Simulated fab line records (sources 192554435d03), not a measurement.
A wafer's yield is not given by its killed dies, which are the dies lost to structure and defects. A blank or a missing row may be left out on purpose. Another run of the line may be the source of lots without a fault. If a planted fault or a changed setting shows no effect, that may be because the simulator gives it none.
Which tool did it?	flow n5_finfet	24 lots with 72 wafers sampled at 6 steps, on a route of 1938 steps

## WHAT THE GAUGES SHOWED, per wafer
No reading from a measuring or inspecting step in the record can be judged against a usual standard deviation.

## WHICH TOOL RAN EACH LOT (tool, then ch and the chambers of the sampled wafers, then the start)
lot	N5_BEOL_M3_ETCH_69	N5_BEOL_M3_TRENCH_ETCH_37	N5_BEOL_M3_SURFACE_TREAT_85	N5_BEOL_M3_ANNEAL_80	N5_BEOL_M3_SPUTTER_90	N5_BEOL_M3_ANNEAL_51
L074	rie_diel-03 ch 1,3, day 6 23:50	rie_diel-04 ch 1,2, day 7 10:47 or earlier	pvd_sputter-01, day 7 10:47	pvd_sputter-03, day 7 12:36	pvd_sputter-03, day 7 13:28	rtp_anneal-02 ch 0, day 7 14:29
L075	rie_diel-06 ch 1,2, day 7 20:05	rie_diel-06 ch 1,2,3, day 8 05:20 or earlier	pvd_sputter-01, day 8 05:20	pvd_sputter-02, day 8 06:02	pvd_sputter-02, day 8 06:50	rtp_anneal-02 ch 0, day 8 07:41
L076	rie_diel-03 ch 1,3, day 8 02:37	rie_diel-03 ch 0,1, day 8 05:32 or earlier	pvd_sputter-01, day 8 05:32	pvd_sputter-03, day 8 06:10	pvd_sputter-03, day 8 06:58	rtp_anneal-02 ch 0, day 8 08:04
L077	rie_diel-04 ch 1,2, day 8 10:06	rie_diel-03 ch 1,2,3, day 9 00:59 or earlier	pvd_sputter-03, day 9 00:59	pvd_sputter-01, day 9 01:44	pvd_sputter-01, day 9 02:32	rtp_anneal-01 ch 0, day 9 03:50
L078	rie_diel-06 ch 2,3, day 8 12:34	rie_diel-03 ch 1,2,3, day 9 08:31 or earlier	pvd_sputter-03, day 9 08:31	pvd_sputter-03, day 9 09:17	pvd_sputter-03, day 9 10:05	rtp_anneal-01 ch 0, day 9 10:59
L079	rie_diel-03 ch 1,2,3, day 8 19:19	rie_diel-06 ch 0,3, day 9 08:36 or earlier	pvd_sputter-01, day 9 08:36	pvd_sputter-01, day 9 09:32	pvd_sputter-01, day 9 10:20	rtp_anneal-02 ch 0, day 9 11:11
L080	rie_diel-06 ch 0,1, day 8 21:11	rie_diel-03 ch 0,1, day 9 08:46 or earlier	pvd_sputter-03, day 9 08:46	pvd_sputter-02, day 9 10:48	pvd_sputter-02, day 9 11:36	rtp_anneal-02 ch 0, day 9 12:50
L082	rie_diel-03 ch 1,3, day 9 01:18	rie_diel-03 ch 0,1,2, day 9 14:02 or earlier	pvd_sputter-01, day 9 14:02	pvd_sputter-02, day 9 14:37	pvd_sputter-02, day 9 15:25	rtp_anneal-02 ch 0, day 9 16:19
L081	rie_diel-06 ch 1,2, day 9 12:05	rie_diel-04 ch 1,2,3, day 9 14:10 or earlier	pvd_sputter-01, day 9 14:10	pvd_sputter-01, day 9 14:46	pvd_sputter-01, day 9 15:34	rtp_anneal-02 ch 0, day 9 16:38
L083	rie_diel-04 ch 0,1,3, day 9 13:31	rie_diel-06 ch 0,2,3, day 9 17:38 or earlier	pvd_sputter-03, day 9 17:38	pvd_sputter-01, day 9 18:22	pvd_sputter-01, day 9 19:10	rtp_anneal-01 ch 0, day 9 20:01
L084	rie_diel-04 ch 1,3, day 10 07:15	rie_diel-03 ch 0,2,3, day 10 09:07 or earlier	pvd_sputter-03, day 10 09:07	pvd_sputter-03, day 10 10:02	pvd_sputter-03, day 10 10:50	rtp_anneal-02 ch 0, day 10 11:41
L085	rie_diel-06 ch 1,2,3, day 10 14:35	rie_diel-04 ch 0,2,3, day 10 20:02 or earlier	pvd_sputter-02, day 10 20:02	pvd_sputter-03, day 10 22:25	pvd_sputter-03, day 10 23:13	rtp_anneal-02 ch 0, day 11 00:04
L087	rie_diel-04 ch 1,2,3, day 10 20:58	rie_diel-04 ch 1,3, day 11 06:28 or earlier	pvd_sputter-01, day 11 06:28	pvd_sputter-01, day 11 07:10	pvd_sputter-01, day 11 07:58	rtp_anneal-02 ch 0, day 11 08:49
L086	rie_diel-06 ch 0,2,3, day 11 02:23	rie_diel-04 ch 0,2,3, day 11 06:55 or earlier	pvd_sputter-03, day 11 06:55	pvd_sputter-02, day 11 07:35	pvd_sputter-02, day 11 08:23	rtp_anneal-02 ch 0, day 11 09:17
L090	rie_diel-04 ch 2,3, day 11 02:39	rie_diel-04 ch 0,2, day 11 10:59 or earlier	pvd_sputter-01, day 11 10:59	pvd_sputter-01, day 11 11:32	pvd_sputter-01, day 11 12:20	rtp_anneal-02 ch 0, day 11 13:11
L089	rie_diel-06 ch 2,3, day 11 05:52	rie_diel-04 ch 1,3, day 11 16:55 or earlier	pvd_sputter-03, day 11 16:55	pvd_sputter-01, day 11 17:28	pvd_sputter-01, day 11 18:16	rtp_anneal-01 ch 0, day 11 19:08
L088	rie_diel-06 ch 2,3, day 11 06:55	rie_diel-06 ch 0,2,3, day 11 18:22 or earlier	pvd_sputter-03, day 11 18:22	pvd_sputter-01, day 11 19:19	pvd_sputter-01, day 11 20:07	rtp_anneal-02 ch 0, day 11 20:58
L091	rie_diel-03 ch 0,1,2, day 11 15:50	rie_diel-03 ch 0,1,2, day 12 10:51 or earlier	pvd_sputter-01, day 12 10:51	pvd_sputter-01, day 12 11:23	pvd_sputter-01, day 12 12:11	rtp_anneal-02 ch 0, day 12 13:03
L092	rie_diel-06 ch 0,1,2, day 11 19:34	rie_diel-03 ch 0,2,3, day 12 06:35 or earlier	pvd_sputter-02, day 12 06:35	pvd_sputter-01, day 12 07:13	pvd_sputter-01, day 12 08:01	rtp_anneal-01 ch 0, day 12 08:52
L093	rie_diel-04 ch 0,1,3, day 11 20:58	rie_diel-04 ch 1,2,3, day 12 06:47 or earlier	pvd_sputter-02, day 12 06:47	pvd_sputter-02, day 12 07:34	pvd_sputter-02, day 12 08:22	rtp_anneal-02 ch 0, day 12 09:13
L096	rie_diel-06 ch 0,1, day 12 19:09	rie_diel-03 ch 1,2, day 13 02:40 or earlier	pvd_sputter-02, day 13 02:40	pvd_sputter-03, day 13 03:22	pvd_sputter-03, day 13 04:10	rtp_anneal-02 ch 0, day 13 05:10
L094	rie_diel-03 ch 0,3, day 12 19:13	rie_diel-06 ch 0,1,3, day 13 02:57 or earlier	pvd_sputter-03, day 13 02:57	pvd_sputter-01, day 13 04:41	pvd_sputter-01, day 13 05:29	rtp_anneal-01 ch 0, day 13 06:31
L095	rie_diel-06 ch 1,3, day 12 22:52	rie_diel-04 ch 1,2,3, day 13 05:14 or earlier	pvd_sputter-03, day 13 05:14	pvd_sputter-03, day 13 05:46	pvd_sputter-03, day 13 06:34	rtp_anneal-02 ch 0, day 13 07:29
L097	rie_diel-06 ch 1,3, day 13 07:33	rie_diel-03 ch 0,1, day 13 13:31 or earlier	pvd_sputter-02, day 13 13:31	pvd_sputter-02, day 13 14:05	pvd_sputter-02, day 13 14:59	rtp_anneal-01 ch 0, day 13 15:59
- N5_BEOL_M3_ETCH_69: etches SiARC in CF4, target depth 15.6 nm, time 26 s.
- N5_BEOL_M3_TRENCH_ETCH_37: etches SiOC in C4F6/O2, target depth 55.555 nm, time 29.2 s.
- N5_BEOL_M3_SURFACE_TREAT_85
- N5_BEOL_M3_ANNEAL_80: time 240 s.
- N5_BEOL_M3_SPUTTER_90: material Cu, target thk 4.5 nm, time 8.29 s.
- N5_BEOL_M3_ANNEAL_51: time 90 s.

## AS READ BY THE TOOLS THEMSELVES (means over the sampled wafers that have a number; for cases with no such wafer, the mark the record gives instead)
N5_BEOL_M3_ETCH_69.
lot	tool	drypump_motor_current_A (A)	etch_rf_on_time_s (s)	oes_product_au (a.u.)	rf_vpp_V (V)	showerhead_plenum_p_Torr (Torr)	throttle_valve_pct (%)
L074	rie_diel-03	6.1	25.6	0.79	184.7	2.21	15.61
L075	rie_diel-06	6.0	26.6	0.61	183.0	2.12	15.81
L076	rie_diel-03	5.7	26.5	0.76	185.2	2.24	15.59
L077	rie_diel-04	5.6	25.3	0.61	183.0	2.07	15.89
L078	rie_diel-06	6.1	26.3	0.70	184.1	2.16	15.56
L079	rie_diel-03	5.7	25.7	0.77	185.6	2.19	15.47
L080	rie_diel-06	5.4	27.0	0.67	183.9	2.10	15.59
L082	rie_diel-03	5.7	26.7	0.74	185.3	2.23	15.60
L081	rie_diel-06	5.9	26.8	0.60	183.9	2.11	15.84
L083	rie_diel-04	5.5	26.4	0.65	183.3	2.11	15.67
L084	rie_diel-04	5.2	26.5	0.69	184.0	2.10	15.55
L085	rie_diel-06	6.0	26.2	0.65	184.5	2.13	15.72
L087	rie_diel-04	5.4	25.9	0.64	183.3	2.08	15.73
L086	rie_diel-06	5.8	27.1	0.65	184.7	2.12	15.62
L090	rie_diel-04	5.4	26.5	0.67	182.7	2.07	15.71
L089	rie_diel-06	6.1	26.5	0.67	182.8	2.15	15.60
L088	rie_diel-06	6.2	26.2	0.67	184.6	2.15	15.60
L091	rie_diel-03	5.3	26.8	0.69	184.6	2.17	15.56
L092	rie_diel-06	5.6	26.7	0.62	183.6	2.10	15.77
L093	rie_diel-04	5.4	26.4	0.63	183.7	2.10	15.71
L096	rie_diel-06	5.4	27.2	0.64	183.1	2.09	15.66
L094	rie_diel-03	5.5	26.4	0.64	184.2	2.15	15.83
L095	rie_diel-06	6.0	26.2	0.67	183.9	2.15	15.63
L097	rie_diel-06	5.9	25.9	0.64	184.2	2.13	15.77

N5_BEOL_M3_TRENCH_ETCH_37.
lot	tool	O2_flow_sccm (sccm)	drypump_motor_current_A (A)	oes_ar_750_au (a.u.)	oes_f_703_au (a.u.)	oes_product_au (a.u.)	rf_vpp_V (V)	showerhead_plenum_p_Torr (Torr)	throttle_valve_pct (%)
L074	rie_diel-04	9.98	5.4	0.73	0.74	0.71	642	2.79	20.98
L075	rie_diel-06	10.00	6.0	0.77	0.76	0.78	682	2.84	20.88
L076	rie_diel-03	10.00	5.3	0.82	0.79	0.84	718	2.97	20.99
L077	rie_diel-03	9.97	5.7	0.89	0.88	0.91	684	2.92	20.88
L078	rie_diel-03	10.02	5.7	0.88	0.87	0.89	684	2.92	20.89
L079	rie_diel-06	10.00	5.5	0.83	0.80	0.83	668	2.81	20.72
L080	rie_diel-03	10.00	5.2	0.76	0.72	0.77	717	2.91	21.03
L082	rie_diel-03	9.97	5.3	0.82	0.81	0.83	702	2.89	20.83
L081	rie_diel-04	10.00	5.4	0.76	0.78	0.75	641	2.77	20.97
L083	rie_diel-06	9.99	5.8	0.78	0.78	0.78	665	2.82	20.81
L084	rie_diel-03	10.02	5.6	0.82	0.80	0.82	682	2.85	20.93
L085	rie_diel-04	10.03	5.6	0.76	0.78	0.74	640	2.76	21.05
L087	rie_diel-04	9.96	5.2	0.80	0.81	0.79	646	2.79	20.82
L086	rie_diel-04	9.97	5.6	0.75	0.77	0.74	641	2.76	21.07
L090	rie_diel-04	9.98	5.8	0.71	0.74	0.69	640	2.77	21.15
L089	rie_diel-04	10.04	5.2	0.79	0.80	0.78	646	2.79	20.82
L088	rie_diel-06	10.04	5.8	0.77	0.76	0.76	665	2.81	20.84
L091	rie_diel-03	9.97	5.3	0.80	0.78	0.80	702	2.89	20.85
L092	rie_diel-03	9.98	5.6	0.81	0.79	0.82	682	2.85	20.94
L093	rie_diel-04	9.99	5.4	0.86	0.87	0.84	645	2.87	20.90
L096	rie_diel-03	9.99	5.3	0.86	0.85	0.86	687	2.87	20.67
L094	rie_diel-06	10.00	5.7	0.76	0.74	0.77	684	2.81	20.85
L095	rie_diel-04	9.97	5.4	0.83	0.85	0.82	644	2.87	20.91
L097	rie_diel-03	9.99	5.2	0.73	0.70	0.75	716	2.89	21.06

N5_BEOL_M3_ANNEAL_80.
lot	tool	heater_power_w (W)
L074	pvd_sputter-03	802
L075	pvd_sputter-02	851
L076	pvd_sputter-03	816
L077	pvd_sputter-01	895
L078	pvd_sputter-03	838
L079	pvd_sputter-01	857
L080	pvd_sputter-02	859
L082	pvd_sputter-02	852
L081	pvd_sputter-01	865
L083	pvd_sputter-01	918
L084	pvd_sputter-03	827
L085	pvd_sputter-03	803
L087	pvd_sputter-01	856
L086	pvd_sputter-02	850
L090	pvd_sputter-01	826
L089	pvd_sputter-01	869
L088	pvd_sputter-01	831
L091	pvd_sputter-01	846
L092	pvd_sputter-01	860
L093	pvd_sputter-02	839
L096	pvd_sputter-03	781
L094	pvd_sputter-01	840
L095	pvd_sputter-03	804
L097	pvd_sputter-02	809

N5_BEOL_M3_SPUTTER_90.
lot	tool	throttle_valve_pct (%)
L074	pvd_sputter-03	30.2
L075	pvd_sputter-02	30.0
L076	pvd_sputter-03	30.5
L077	pvd_sputter-01	29.3
L078	pvd_sputter-03	29.4
L079	pvd_sputter-01	29.4
L080	pvd_sputter-02	29.9
L082	pvd_sputter-02	30.3
L081	pvd_sputter-01	29.5
L083	pvd_sputter-01	28.5
L084	pvd_sputter-03	30.1
L085	pvd_sputter-03	30.1
L087	pvd_sputter-01	29.0
L086	pvd_sputter-02	29.9
L090	pvd_sputter-01	29.8
L089	pvd_sputter-01	29.5
L088	pvd_sputter-01	29.7
L091	pvd_sputter-01	29.1
L092	pvd_sputter-01	29.6
L093	pvd_sputter-02	30.0
L096	pvd_sputter-03	29.8
L094	pvd_sputter-01	29.8
L095	pvd_sputter-03	30.7
L097	pvd_sputter-02	30.7

N5_BEOL_M3_ANNEAL_51.
lot	tool	anneal_temp_c_max	wafer_temp_C_max
L074	rtp_anneal-02	225.67	225.4
L075	rtp_anneal-02	225.93	225.7
L076	rtp_anneal-02	226.15	225.6
L077	rtp_anneal-01	226.36	226.6
L078	rtp_anneal-01	226.21	226.2
L079	rtp_anneal-02	226.32	225.9
L080	rtp_anneal-02	226.16	225.7
L082	rtp_anneal-02	225.91	225.5
L081	rtp_anneal-02	226.17	225.6
L083	rtp_anneal-01	226.33	226.2
L084	rtp_anneal-02	225.93	225.5
L085	rtp_anneal-02	226.29	225.6
L087	rtp_anneal-02	225.72	225.4
L086	rtp_anneal-02	226.37	225.7
L090	rtp_anneal-02	225.99	225.6
L089	rtp_anneal-01	226.07	226.3
L088	rtp_anneal-02	225.91	225.6
L091	rtp_anneal-02	226.10	225.8
L092	rtp_anneal-01	226.21	226.0
L093	rtp_anneal-02	225.97	225.6
L096	rtp_anneal-02	225.94	225.7
L094	rtp_anneal-01	226.14	226.3
L095	rtp_anneal-02	225.85	225.7
L097	rtp_anneal-01	226.06	226.5

## THE ANSWER, worked out from the rows above alone
Rule: the lots themselves supply what counts as usual. The widest of any qualifying gaps counts: lots, ordered by their means at a reading, are off when they make up no more than a third of the lots, leave a main group of 4 or more, and stand apart from it by 3 or more times the standard deviation of that group's means. Not used: any main group whose means are identical at the precision the tables above print for the reading. A lot without any number at a reading at which 4 lots or more have one is off too. All remaining lots with rows at the step are treated as sound. Order of review: gauges by route order, followed by the tools' own readings, for which a lot's mean as printed above is used. The first step at which some lot is off is used, and at that step the reading that is off furthest; a lot without a number counts as furthest.
Nothing can be told from this: no lot is off at any reading shown.

## WHAT WAS PUT IN BY THE SIMULATOR
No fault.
